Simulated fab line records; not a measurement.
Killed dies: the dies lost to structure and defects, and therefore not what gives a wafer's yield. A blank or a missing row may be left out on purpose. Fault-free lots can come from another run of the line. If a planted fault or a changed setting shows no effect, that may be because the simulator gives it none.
fab line records    flow n5_finfet
[record] lots = 10  wafers = 30  last_day = 19
route steps=1938 shown BEOL_M4@1111 BEOL_M5@1181 PASSIVATION@1936
lots with no fault: from the same line, run without faults
start_h: start of the lot's first displayed wafer, in hours after the record's first day    wait_h: time in hours since the lot's previous step    " the same as in the row above    L1.1+2: several wafers, shown together as one row    - value missing, or start not given    * or withheld: withheld    < > ~ a bound
route shown NAME@n: a module of which the file shows steps, and the number in the route of the first    usual: mean/standard deviation of fault-free wafers    same: alike in all rows    chamber/n: place in a boat    sites: the reading at each site    _std_site: how widely they spread, as a standard deviation    _edge_site: outer sites' mean less inner sites'    radius_mm: for every site, how far away it sits from the centre of the wafer    mask NAME#n: copy n    behind: the tool/chamber that last shaped the wafer    hold: why the lot was held/for how many hours/how that ended    device: names the non-switching transistor (n, p or np)    end of line: the route-end tests of the same wafers    a step given without rows: its recipe and nothing more    killed: dies lost to structure and defects at the first sort, not the wafer's yield    map: dies across one wafer; x = killed, . = not, _ = none there
set.NAME: the setting as run; set.NAME@STEP: as run at that earlier step    model.NAME: the simulator's own value behind a step, which no gauge read
route steps across a sampled set of lots; one table per step, one row per wafer
services: a tool's chamber out of use, with start hour (start_h, from the record's first day; less than 0 if before it), hours out, and reason
[[steps]]
[step N5_BEOL_M4_RC_MEAS_101]
[usual] DIBL_N = 36.0/1.3  DIBL_P = 36.2/1.7  IOFF_N = 0.155/0.024  IOFF_P = 0.21/0.034  ION_N = 674/9  ION_P = 463/7.1  SS_N = 71.4/0.5  SS_P = 73.4/0.57  VT_N = 250.0/2.8  VT_P = -251/3.2
lot.wafer  tool       chamber  start_h  wait_h  DIBL_N[mV/V]  DIBL_P[mV/V]  IOFF_N[nA/um]  IOFF_P[nA/um]  ION_N[uA/um]  ION_P[uA/um]  SS_N[mV/dec]  SS_P[mV/dec]  VT_N[mV]  VT_P[mV]
L527.1     prober-01  0        258.53   0.0     36.0          37.6          0.164          0.23           681           467           71.3          73.5          247.5     -249
L527.3     "          0        "        "       36.1          37.5          0.170          0.24           684           474           71.3          72.8          249.1     -248
L527.4     "          0        "        "       35.8          36.5          0.153          0.21           684           473           71.1          73.8          250.3     -250
L529.1     prober-02  0        265.81   0.0     33.4          33.2          0.119          0.16           674           468           70.7          72.5          250.9     -252
L529.2     "          0        "        "       37.6          38.7          0.184          0.24           687           469           71.9          74.5          246.6     -245
L529.5     "          0        "        "       34.8          34.7          0.129          0.19           670           466           71.7          72.3          250.3     -252
L533.3     prober-02  0        281.25   0.3     37.5          39.4          0.196          0.24           679           463           72.0          74.1          245.8     -251
L533.5     "          0        "        "       38.5          40.3          0.211          0.26           686           470           72.0          74.4          245.1     -248
L533.6     "          0        "        "       37.3          38.6          0.194          0.23           689           464           71.0          74.2          244.4     -250
L534.3     prober-01  0        289.16   0.3     35.9          37.4          0.173          0.21           678           460           71.4          73.1          248.6     -249
L534.4     "          0        "        "       33.2          34.1          0.126          0.17           670           463           70.8          72.8          253.2     -251
L534.6     "          0        "        "       36.0          37.1          0.177          0.22           688           471           71.2          73.1          248.4     -249
L535.2     prober-01  0        295.89   0.2     32.6          33.0          0.126          0.17           665           462           70.7          72.7          251.9     -253
L535.3     "          0        "        "       34.1          34.6          0.147          0.19           671           461           71.9          73.3          247.8     -251
L535.6     "          0        "        "       34.0          34.4          0.142          0.19           668           451           71.4          73.1          248.8     -250
L537.3     prober-01  0        310.47   0.3     34.8          35.8          0.141          0.19           666           463           72.3          73.6          248.4     -253
L537.5     "          0        "        "       34.8          36.5          0.150          0.21           667           464           72.2          72.3          252.6     -249
L537.6     "          0        "        "       34.4          35.5          0.139          0.19           662           457           71.7          73.4          248.3     -251
L539.2     prober-02  0        319.44   0.2     38.0          38.0          0.180          0.24           680           466           71.8          73.8          249.6     -252
L539.4     "          0        "        "       36.2          36.0          0.142          0.20           664           459           71.0          73.3          249.0     -252
L539.5     "          0        "        "       36.5          35.8          0.143          0.20           667           463           71.7          73.8          253.3     -252
L528.1     prober-02  0        347.29   0.0     36.1          37.0          0.162          0.20           674           458           71.9          73.4          249.5     -251
L528.2     "          0        "        "       36.3          37.2          0.155          0.20           663           451           71.7          72.9          251.1     -254
L528.6     "          0        "        "       34.5          35.2          0.132          0.18           660           453           71.2          73.7          252.5     -254
L546.1     prober-01  0        347.71   0.0     35.7          34.9          0.135          0.20           676           464           70.9          73.0          251.9     -251
L546.2     "          0        "        "       34.8          34.3          0.120          0.19           668           464           71.0          72.4          255.6     -249
L546.6     "          0        "        "       34.3          34.5          0.121          0.19           664           464           70.4          72.5          253.3     -250
L545.1     prober-01  0        358.50   0.0     34.6          34.0          0.126          0.16           657           447           70.6          73.1          257.1     -257
L545.3     "          0        "        "       33.5          33.6          0.124          0.16           658           453           71.5          72.0          253.6     -256
L545.6     "          0        "        "       33.9          33.6          0.121          0.16           655           453           71.5          73.2          253.1     -256
[step N5_BEOL_M5_SPUTTER_88]
[recipe] material = Cu  target_thk_a = 150  temp_c = -20  chamber_pressure_pa = 0.07  power_w = withheld  time_s = 27.62
[usual] chuck_gas_flow_sccm = 1.27/0.055  throttle_valve_pct = 29.8/1.1
[same] time_s = 27.62
lot.wafer  tool            chamber  start_h  wait_h  chuck_gas_flow_sccm  throttle_valve_pct
L527.1     pvd_sputter-02  -        269.67   0.5     1.32                 27.1
L527.3     "               -        "        "       1.19                 29.8
L527.4     "               -        "        "       1.28                 31.2
L529.1     pvd_sputter-02  -        276.89   0.5     1.25                 30.7
L529.2     "               -        "        "       1.28                 27.1
L529.5     "               -        "        "       1.22                 30.0
L533.3     pvd_sputter-01  -        291.12   0.5     1.32                 30.5
L533.5     "               -        "        "       1.24                 30.4
L533.6     "               -        "        "       1.22                 30.6
L534.3     pvd_sputter-02  -        300.31   0.5     1.24                 30.8
L534.4     "               -        "        "       1.26                 30.1
L534.6     "               -        "        "       1.35                 30.4
L535.2     pvd_sputter-01  -        305.63   0.5     1.29                 29.9
L535.3     "               -        "        "       1.31                 30.7
L535.6     "               -        "        "       1.23                 28.7
L537.3     pvd_sputter-01  -        322.07   0.5     1.27                 30.5
L537.5     "               -        "        "       1.27                 30.5
L537.6     "               -        "        "       1.32                 29.7
L539.2     pvd_sputter-03  -        330.64   0.5     1.33                 30.5
L539.4     "               -        "        "       1.38                 29.6
L539.5     "               -        "        "       1.29                 31.3
L528.1     pvd_sputter-03  -        359.12   0.5     1.28                 29.8
L528.2     "               -        "        "       1.28                 29.1
L528.6     "               -        "        "       1.18                 30.2
L546.1     pvd_sputter-02  -        360.35   0.5     1.23                 30.5
L546.2     "               -        "        "       1.33                 30.2
L546.6     "               -        "        "       1.23                 30.3
L545.1     pvd_sputter-03  -        367.65   0.5     1.20                 28.9
L545.3     "               -        "        "       1.41                 29.7
L545.6     "               -        "        "       1.25                 28.9
[step N5_BEOL_M5_SPUTTER_90]
[recipe] material = Cu  target_thk_a = 45  temp_c = -20  chamber_pressure_pa = 0.07  power_w = withheld  time_s = 8.29
[usual] chuck_gas_flow_sccm = 1.27/0.055  throttle_valve_pct = 29.8/1.1
[same] time_s = 8.29
lot.wafer  tool            chamber  start_h  wait_h  chuck_gas_flow_sccm  throttle_valve_pct
L527.1     pvd_sputter-02  -        270.75   0.5     1.28                 27.1
L527.3     "               -        "        "       1.19                 30.1
L527.4     "               -        "        "       1.26                 30.9
L529.1     pvd_sputter-02  -        277.98   0.5     1.26                 30.6
L529.2     "               -        "        "       1.28                 27.2
L529.5     "               -        "        "       1.18                 30.2
L533.3     pvd_sputter-01  -        292.21   0.5     1.19                 30.7
L533.5     "               -        "        "       1.23                 30.7
L533.6     "               -        "        "       1.15                 30.7
L534.3     pvd_sputter-02  -        301.40   0.5     1.23                 30.8
L534.4     "               -        "        "       1.23                 30.0
L534.6     "               -        "        "       1.31                 30.1
L535.2     pvd_sputter-01  -        306.71   0.5     1.24                 30.1
L535.3     "               -        "        "       1.21                 30.5
L535.6     "               -        "        "       1.28                 28.9
L537.3     pvd_sputter-01  -        323.15   0.5     1.25                 30.5
L537.5     "               -        "        "       1.28                 30.8
L537.6     "               -        "        "       1.24                 29.7
L539.2     pvd_sputter-03  -        331.73   0.5     1.28                 30.6
L539.4     "               -        "        "       1.44                 29.5
L539.5     "               -        "        "       1.24                 30.8
L528.1     pvd_sputter-03  -        360.21   0.5     1.37                 29.6
L528.2     "               -        "        "       1.32                 28.8
L528.6     "               -        "        "       1.20                 30.7
L546.1     pvd_sputter-02  -        361.43   0.5     1.23                 30.5
L546.2     "               -        "        "       1.15                 30.0
L546.6     "               -        "        "       1.22                 30.4
L545.1     pvd_sputter-03  -        368.74   0.5     1.30                 29.0
L545.3     "               -        "        "       1.27                 29.7
L545.6     "               -        "        "       1.22                 29.1
[step N5_BEOL_M5_ECD_50]
[recipe] material = Cu  target_thk_a = 3000
lot.wafer   tool       chamber  start_h  wait_h
L527.1+3+4  ecd_cu-02  1,1,0    270.93   0.1
L529.1+2+5  ecd_cu-01  1,0,0    278.10   0.1
L533.3+5+6  ecd_cu-02  1,0,1    292.35   0.1
L534.3+4+6  ecd_cu-02  1,0,0    301.54   0.1
L535.2+3+6  ecd_cu-02  1,1,0    306.83   0.1
L537.3+5+6  ecd_cu-02  0,0,1    323.29   0.1
L539.2+4+5  ecd_cu-02  1,0,1    331.84   0.1
L528.1+2+6  ecd_cu-01  0,1,1    360.33   0.1
L546.1+2+6  ecd_cu-01  0,1,0    361.55   0.1
L545.1+3+6  ecd_cu-01  0,1,1    368.86   0.1
[step N5_BEOL_M5_CMP_52]
[recipe] stop_on = SiCOH_lowk  t_overpolish_s = 6.9  down_force_psi = 1  platen_rpm = 50  clearing_platen_down_force_psi = 1.5  clearing_platen_rpm = 50  post_cmp_clean = cu_alkaline  target_thk_nm = 62  clearing_platen_pad_velocity_m_s = 0.99484  pad_velocity_m_s = 0.99484
[usual] motor_current_A = 6.2/0.7  pad_life_wafers = 882/490  time_to_endpoint_s = 61.3/2.6
lot.wafer  tool    chamber  start_h  wait_h  motor_current_A  pad_life_wafers  time_to_endpoint_s
L527.1     cmp-01  2        271.35   0.3     6.3              1657             58.7
L527.4     "       3        "        "       6.1              1658             61.6
L527.3     "       0        "        "       5.6              1659             62.7
L529.2     cmp-03  2        278.48   0.2     6.6              378              56.0
L529.1     "       0        "        "       5.9              380              58.6
L529.5     "       2        "        "       6.6              -                59.8
L533.3     cmp-02  1        293.02   0.3     4.9              919              62.2
L533.5     "       0        "        "       7.4              -                65.3
L533.6     "       1        "        "       5.3              -                64.3
L534.3     cmp-02  2        301.97   0.2     6.8              986              63.1
L534.4     "       3        "        "       5.5              987              63.0
L534.6     "       0        "        "       7.6              -                65.7
L535.2     cmp-01  2        307.45   0.3     6.2              1940             0.2
L535.3     "       3        "        "       5.7              1941             2.1
L535.6     "       1        "        "       6.0              -                0.0
L537.3     cmp-02  3        324.31   0.3     5.5              1160             0.0
L537.5     "       1        "        "       5.2              -                0.0
L537.6     "       2        "        "       7.1              -                0.0
L539.2     cmp-03  3        332.26   0.2     7.0              739              57.8
L539.4     "       0        "        "       6.3              740              57.4
L539.5     "       2        "        "       6.4              -                57.1
L528.1     cmp-03  2        360.86   0.3     6.6              1004             61.2
L528.2     "       3        "        "       6.9              1005             62.4
L528.6     "       1        "        "       6.4              -                64.2
L546.2     cmp-01  3        361.93   0.2     6.1              222              61.6
L546.1     "       1        "        "       6.0              224              59.9
L546.6     "       0        "        "       5.4              -                61.6
L545.1     cmp-01  1        369.59   0.6     6.2              260              60.6
L545.3     "       2        "        "       6.3              261              62.9
L545.6     "       3        "        "       5.9              -                65.7
[step N5_BEOL_M5_PRE_CLEAN_77]
[recipe] gas = NH3/H2  time_s = 15  temp_c = *  rf_power_w = 300
[usual] heater_power_w = 91/9.1
[same] time_s = 15
lot.wafer  tool       chamber  start_h  wait_h  heater_power_w
L527.1     cvd_co-02  0        271.65   0.0     107
L527.3     "          1        "        "       92
L527.4     "          0        "        "       105
L529.1     cvd_co-02  2        278.81   0.0     79
L529.2     "          1        "        "       88
L529.5     "          2        "        "       81
L533.3     cvd_co-02  1        293.31   0.0     91
L533.5     "          1        "        "       91
L533.6     "          0        "        "       103
L534.3     cvd_co-01  1        302.26   0.1     92
L534.4     "          0        "        "       94
L534.6     "          1        "        "       90
L535.2     cvd_co-01  1        307.70   0.0     90
L535.3     "          0        "        "       95
L535.6     "          1        "        "       92
L537.3     cvd_co-02  1        324.57   0.0     89
L537.5     "          0        "        "       105
L537.6     "          2        "        "       82
L539.2     cvd_co-02  2        332.56   0.0     81
L539.4     "          0        "        "       109
L539.5     "          2        "        "       82
L528.1     cvd_co-02  0        361.17   0.1     107
L528.2     "          2        "        "       82
L528.6     "          2        "        "       80
L546.1     cvd_co-02  2        362.27   0.0     82
L546.2     "          1        "        "       82
L546.6     "          2        "        "       83
L545.1     cvd_co-02  1        369.84   0.0     85
L545.3     "          2        "        "       80
L545.6     "          2        "        "       80
[step N5_PASSIVATION_PROBE_49]
[usual] defect_limited_yield = 90.8/1.7  killed_at_M0_to_M3 = 37/12  killed_at_M4_up = 15/5.6  killed_at_contacts = 13/6.9  killed_at_front_end = 40/11  killed_at_other = 4/3.2  killed_dies = 109/20  killed_on_rim = 14/4.3  killed_open = 73/15  killed_short = 35/8.3  sort_bin_5_function = 5.4/1.1  sort_bin_6_memory = 3.5/0.73  sort_n_pass = 1071/20  sort_yield_pct = 90.8/1.7
[same] gross_dies = 1180  killed_at_back_side = 0  sort_bin_4_leakage[%] = 0  sort_bin_8_speed[%] = 0
lot.wafer  tool       chamber  start_h  wait_h  defect_limited_yield[%]  killed_at_M0_to_M3  killed_at_M4_up  killed_at_contacts  killed_at_front_end  killed_at_other  killed_dies  killed_on_rim  killed_open  killed_short  sort_bin_5_function[%]  sort_bin_6_memory[%]  sort_n_pass  sort_yield_pct[%]
L527.1     prober-02  -        363.73   0.0     90.3                     34                  10               24                  43                   4                115          16             74           39            5.5                     3.7                   1065         90.3
L527.3     prober-02  -        363.83   0.1     91.8                     30                  10               15                  42                   0                97           9              63           33            5.0                     3.0                   1083         91.8
L527.4     prober-02  -        363.88   0.2     91.4                     23                  10               18                  46                   4                101          11             62           37            4.6                     3.6                   1079         91.4
L529.1     prober-02  -        376.34   0.0     88.3                     43                  8                13                  70                   4                138          19             103          34            6.6                     4.9                   1042         88.3
L529.2     prober-02  -        376.39   0.1     92.1                     24                  14               14                  41                   0                93           15             64           29            5.3                     2.3                   1087         92.1
L529.5     prober-02  -        376.54   0.2     89.2                     43                  13               5                   59                   7                127          13             83           44            6.7                     3.7                   1053         89.2
L535.2     prober-02  -        403.14   0.1     0                        16                  1111             10                  42                   1                1180         152            46           33            97.1                    2.6                   0            0
L535.3     prober-02  -        403.19   0.1     0                        24                  1105             9                   39                   3                1180         152            56           31            96.0                    3.6                   0            0
L535.6     prober-02  -        403.34   0.3     0                        31                  1093             17                  33                   6                1180         152            79           27            96.6                    3.1                   0            0
L534.3     prober-02  -        407.03   0.4     91.9                     27                  15               15                  38                   1                96           8              60           35            4.9                     3.0                   1084         91.9
L534.4     prober-02  -        407.08   0.4     91.3                     38                  13               10                  41                   1                103          13             69           34            5.1                     3.1                   1077         91.3
L534.6     prober-02  -        407.18   0.5     88.8                     40                  8                12                  65                   7                132          18             84           48            7.0                     3.9                   1048         88.8
L537.3     prober-01  -        411.94   0.1     0                        39                  1097             8                   35                   1                1180         152            68           28            96.9                    2.8                   0            0
L537.5     prober-01  -        412.04   0.2     0                        34                  1091             8                   44                   3                1180         152            50           47            96.6                    2.9                   0            0
L537.6     prober-01  -        412.09   0.3     0                        39                  1100             5                   32                   4                1180         152            61           30            96.9                    2.5                   0            0
L546.1     prober-02  -        454.25   0.0     91.4                     15                  20               26                  39                   1                101          11             69           32            4.7                     3.8                   1079         91.4
L546.2     prober-02  -        454.30   0.1     90.3                     32                  17               19                  42                   4                114          17             85           28            5.3                     4.1                   1066         90.3
L546.6     prober-02  -        454.50   0.3     89.5                     28                  22               14                  58                   2                124          23             91           30            5.9                     4.2                   1056         89.5
L545.1     prober-02  -        464.55   0.0     92.9                     29                  11               14                  23                   7                84           15             50           34            4.4                     2.3                   1096         92.9
L545.3     prober-02  -        464.65   0.1     92.5                     28                  16               8                   33                   4                89           11             57           31            4.1                     3.2                   1091         92.5
L545.6     prober-02  -        464.80   0.3     93.0                     24                  8                4                   36                   11               83           16             50           33            3.8                     2.9                   1097         93.0
L528.1     prober-01  -        466.97   0.0     93.3                     39                  8                7                   24                   1                79           8              52           24            3.7                     2.7                   1101         93.3
L528.2     prober-01  -        467.02   0.1     91.7                     48                  17               4                   28                   1                98           9              60           35            4.4                     3.6                   1082         91.7
L528.6     prober-01  -        467.22   0.3     92.6                     28                  17               4                   34                   4                87           13             50           35            4.8                     2.3                   1093         92.6
// killed by level:class
L527.1 MOL_CONTACT_COAG:geometric_particle:open=19 STI_FIN_REVEAL:geometric_particle:open=12 BEOL_M2:geometric_particle:open=10 FIN_SAQP:geometric_particle:short=7 BEOL_M0_SAQP:geometric_particle:short=6 MOL_CONTACT_COAG:geometric_particle:short=5 BEOL_M0:geometric_particle:open=5 FIN_SAQP:geometric_particle:open=4
L527.3 BEOL_M2:geometric_particle:open=13 STI_FIN_REVEAL:geometric_particle:open=11 MOL_CONTACT_COAG:geometric_particle:open=11 FIN_SAQP:geometric_particle:short=7 FIN_SAQP:geometric_particle:open=5 MOL_CONTACT_COAG:geometric_particle:short=4 BEOL_M0_SAQP:geometric_particle:short=4 BEOL_M1:geometric_particle:open=4
L527.4 MOL_CONTACT_COAG:geometric_particle:open=13 FIN_SAQP:geometric_particle:open=10 BEOL_M2:geometric_particle:open=9 FIN_SAQP:geometric_particle:short=6 STI_FIN_REVEAL:geometric_particle:open=6 STI_FIN_REVEAL:geometric_particle:short=5 DUMMY_GATE:geometric_particle:open=5 MOL_CONTACT_COAG:geometric_particle:short=5
L529.1 FIN_SAQP:geometric_particle:open=22 STI_FIN_REVEAL:geometric_particle:open=19 MOL_CONTACT_COAG:geometric_particle:open=13 BEOL_M1:geometric_particle:open=10 BEOL_M3:geometric_particle:open=8 GATE_CUT:geometric_particle:short=7 BEOL_M0_SAQP:geometric_particle:open=5 BEOL_M0:geometric_particle:open=5
L529.2 MOL_CONTACT_COAG:geometric_particle:open=12 FIN_SAQP:geometric_particle:short=11 FIN_SAQP:geometric_particle:open=8 STI_FIN_REVEAL:geometric_particle:open=8 DUMMY_GATE:geometric_particle:open=8 BEOL_M4:geometric_particle:open=5 BEOL_M0_SAQP:geometric_particle:short=4 BEOL_M7:geometric_particle:open=4
L529.5 FIN_SAQP:geometric_particle:open=17 STI_FIN_REVEAL:geometric_particle:open=13 BEOL_M0_SAQP:geometric_particle:short=12 BEOL_M0_SAQP:geometric_particle:open=11 FIN_SAQP:geometric_particle:short=8 BEOL_M1:geometric_particle:open=7 BEOL_M4:geometric_particle:open=7 BEOL_M2:geometric_particle:open=6
L535.2 BEOL_M5:area_ecd=1101 STI_FIN_REVEAL:geometric_particle:open=14 MOL_CONTACT_COAG:geometric_particle:open=8 GATE_CUT:geometric_particle:short=6 BEOL_M2:geometric_particle:open=4 FIN_SAQP:geometric_particle:short=3 FIN_SAQP:geometric_particle:open=3 DUMMY_GATE:geometric_particle:open=3
L535.3 BEOL_M5:area_ecd=1093 STI_FIN_REVEAL:geometric_particle:open=12 MOL_CONTACT_COAG:geometric_particle:open=8 DUMMY_GATE:geometric_particle:open=5 BEOL_M0:geometric_particle:open=5 STI_FIN_REVEAL:geometric_particle:short=4 DUMMY_GATE:geometric_particle:short=4 BEOL_M0_SAQP:geometric_particle:open=4
L535.6 BEOL_M5:area_ecd=1073 STI_FIN_REVEAL:geometric_particle:open=17 MOL_CONTACT_COAG:geometric_particle:open=15 BEOL_M2:geometric_particle:open=13 BEOL_M4:geometric_particle:open=11 BEOL_M0_SAQP:geometric_particle:open=6 STI_FIN_REVEAL:geometric_particle:short=5 BEOL_M0_SAQP:geometric_particle:short=5
L534.3 BEOL_M3:geometric_particle:open=9 MOL_CONTACT_COAG:geometric_particle:short=8 FIN_SAQP:geometric_particle:open=7 MOL_CONTACT_COAG:geometric_particle:open=7 DUMMY_GATE:geometric_particle:open=6 BEOL_M0_SAQP:geometric_particle:open=6 STARTING-WAFER:geometric_particle:short=6 STI_FIN_REVEAL:geometric_particle:open=5
L534.4 BEOL_M3:geometric_particle:open=15 FIN_SAQP:geometric_particle:short=9 FIN_SAQP:geometric_particle:open=9 MOL_CONTACT_COAG:geometric_particle:open=9 STI_FIN_REVEAL:geometric_particle:open=6 BEOL_M2:geometric_particle:open=5 BEOL_M0_SAQP:geometric_particle:open=5 BEOL_M3:geometric_particle:short=5
L534.6 STI_FIN_REVEAL:geometric_particle:open=22 FIN_SAQP:geometric_particle:short=13 BEOL_M0_SAQP:geometric_particle:short=12 FIN_SAQP:geometric_particle:open=10 BEOL_M0_SAQP:geometric_particle:open=9 MOL_CONTACT_COAG:geometric_particle:open=7 BEOL_M2:geometric_particle:open=6 MOL_CONTACT_COAG:geometric_particle:short=5
L537.3 BEOL_M5:area_ecd=1084 BEOL_M0_SAQP:geometric_particle:short=11 STI_FIN_REVEAL:geometric_particle:open=10 BEOL_M1:geometric_particle:open=9 MOL_CONTACT_COAG:geometric_particle:open=8 BEOL_M2:geometric_particle:open=8 BEOL_M0_SAQP:geometric_particle:open=6 ILD0:geometric_particle:open=4
L537.5 BEOL_M5:area_ecd=1083 FIN_SAQP:geometric_particle:short=12 BEOL_M0_SAQP:geometric_particle:short=12 STI_FIN_REVEAL:geometric_particle:open=10 BEOL_M0_SAQP:geometric_particle:open=8 MOL_CONTACT_COAG:geometric_particle:open=5 FIN_SAQP:geometric_particle:open=4 ILD0:geometric_particle:short=4
L537.6 BEOL_M5:area_ecd=1088 STI_FIN_REVEAL:geometric_particle:open=10 BEOL_M3:geometric_particle:open=9 BEOL_M2:geometric_particle:open=7 BEOL_M0_SAQP:geometric_particle:short=6 BEOL_M0_SAQP:geometric_particle:open=5 BEOL_M0:geometric_particle:open=5 FIN_SAQP:geometric_particle:open=4
L546.1 MOL_CONTACT_COAG:geometric_particle:open=22 STI_FIN_REVEAL:geometric_particle:open=11 DUMMY_GATE:geometric_particle:open=6 BEOL_M4:geometric_particle:open=6 GATE_CUT:geometric_particle:short=5 BEOL_M6:geometric_particle:open=5 MOL_CONTACT_COAG:geometric_particle:short=4 BEOL_M1:geometric_particle:open=4
L546.2 MOL_CONTACT_COAG:geometric_particle:open=18 BEOL_M3:geometric_particle:open=11 FIN_SAQP:geometric_particle:open=6 STI_FIN_REVEAL:geometric_particle:open=6 DUMMY_GATE:geometric_particle:open=6 BEOL_M0_SAQP:geometric_particle:open=6 BEOL_M4:geometric_particle:open=6 ILD0:geometric_particle:open=5
L546.6 STI_FIN_REVEAL:geometric_particle:open=22 FIN_SAQP:geometric_particle:open=12 BEOL_M4:geometric_particle:open=12 MOL_CONTACT_COAG:geometric_particle:open=10 FIN_SAQP:geometric_particle:short=9 BEOL_M0_SAQP:geometric_particle:open=8 BEOL_M2:geometric_particle:open=7 BEOL_M3:geometric_particle:open=5
L545.1 MOL_CONTACT_COAG:geometric_particle:open=14 BEOL_M0_SAQP:geometric_particle:short=10 BEOL_M0_SAQP:geometric_particle:open=10 FIN_SAQP:geometric_particle:short=9 BEOL_M1:geometric_particle:open=5 BEOL_M4:geometric_particle:open=4 FIN_SAQP:geometric_particle:open=3 DUMMY_GATE:geometric_particle:open=3
L545.3 FIN_SAQP:geometric_particle:open=7 MOL_CONTACT_COAG:geometric_particle:open=7 BEOL_M4:geometric_particle:open=6 FIN_SAQP:geometric_particle:short=5 BEOL_M1:geometric_particle:open=5 BEOL_M2:geometric_particle:open=5 STARTING-WAFER:geometric_particle:short=5 ILD0:geometric_particle:open=4
L545.6 ILD0:geometric_particle:short=7 GATE_CUT:geometric_particle:short=6 BEOL_M0_SAQP:geometric_particle:short=6 BEOL_M0_SAQP:geometric_particle:open=5 BEOL_M1:geometric_particle:open=5 FIN_SAQP:geometric_particle:open=4 MIM_BOT:geometric_particle:open=4 DUMMY_GATE:geometric_particle:open=3
L528.1 BEOL_M2:geometric_particle:open=15 BEOL_M0_SAQP:geometric_particle:open=8 MOL_CONTACT_COAG:geometric_particle:open=4 BEOL_M0_SAQP:geometric_particle:short=4 BEOL_M3:geometric_particle:open=4 STARTING-WAFER:geometric_particle:open=4 STARTING-WAFER:geometric_particle:short=4 BEOL_M0:geometric_particle:open=3
L528.2 BEOL_M0_SAQP:geometric_particle:short=9 BEOL_M3:geometric_particle:open=9 DUMMY_GATE:geometric_particle:open=8 BEOL_M2:geometric_particle:open=8 GATE_CUT:geometric_particle:short=7 BEOL_M0_SAQP:geometric_particle:open=6 BEOL_M1:geometric_particle:open=6 BEOL_M2:geometric_particle:short=5
L528.6 BEOL_M2:geometric_particle:open=11 GATE_CUT:geometric_particle:short=9 BEOL_M0_SAQP:geometric_particle:short=7 DUMMY_GATE:geometric_particle:open=6 MOL_CONTACT_COAG:geometric_particle:open=4 BEOL_M1:geometric_particle:open=4 BEOL_M4:geometric_particle:open=4 BEOL_M4:geometric_particle:short=4
[[services]]
tool       chamber  start_h  hours  kind
cmp-03     -        246.85   3.4    repair
cmp-03     -        262.37   2.5    repair
ecd_cu-01  -        267.58   4.6    pm
ecd_cu-01  -        272.30   4.7    repair
ecd_cu-02  -        283.48   4.1    repair
cmp-01     -        288.63   2.4    repair
ecd_cu-01  -        296.99   1.2    repair
cvd_co-02  0        299.90   16.5   repair
cmp-03     -        312.21   3.3    pm
cmp-03     -        318.05   1.8    repair
cmp-02     -        319.57   0.9    repair
ecd_cu-02  -        321.67   1.0    repair
cmp-01     -        327.51   4.0    pm
cmp-01     -        331.51   -      consumable_replace:conditioner
cmp-01     -        331.51   -      consumable_replace:pad
cvd_co-02  1        333.33   -      clean
cvd_co-02  1        333.33   22.0   scheduled_down
cvd_co-02  1        333.33   22.0   vent_cycle
cmp-01     -        335.24   6.8    pm
cmp-02     -        343.07   2.4    repair
cmp-02     -        349.95   2.2    repair
cmp-03     -        362.08   1.0    repair
cmp-03     -        368.47   1.3    repair
[[key]]
[first_sign] step = N5_BEOL_M5_CMP_52  reading = time_to_endpoint_s  direction = down  sigmas = 23  usual = *  struck = *
[effect] step = N5_PASSIVATION_PROBE_49  reading = killed_at_M4_up  direction = up  sigmas = 99+  usual = 15  struck = 1100
[more_kills_born_at] N5_BEOL_M5_ECD_50@ecd_cu-02 = 6522
met_at N5_BEOL_M5_ECD_50
struck_lots L535,L537
later_rows_left_out L535.2,L535.3,L535.6,L537.3,L537.5,L537.6
not_acting_at N5_BEOL_M5_SPUTTER_88,N5_BEOL_M5_SPUTTER_90,N5_BEOL_M5_PRE_CLEAN_77
onset_between 301.54 306.83
[fault] kind = skipped_step_whole  tool = ecd_cu-02  chamber = -  onset_h = 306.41  steps = N5_BEOL_M5_ECD_50  scope = struck_lots_only
// later_rows_left_out: the simulator's readings of these wafers behind a module that went badly wrong aren't trusted and aren't shown, but for the sort
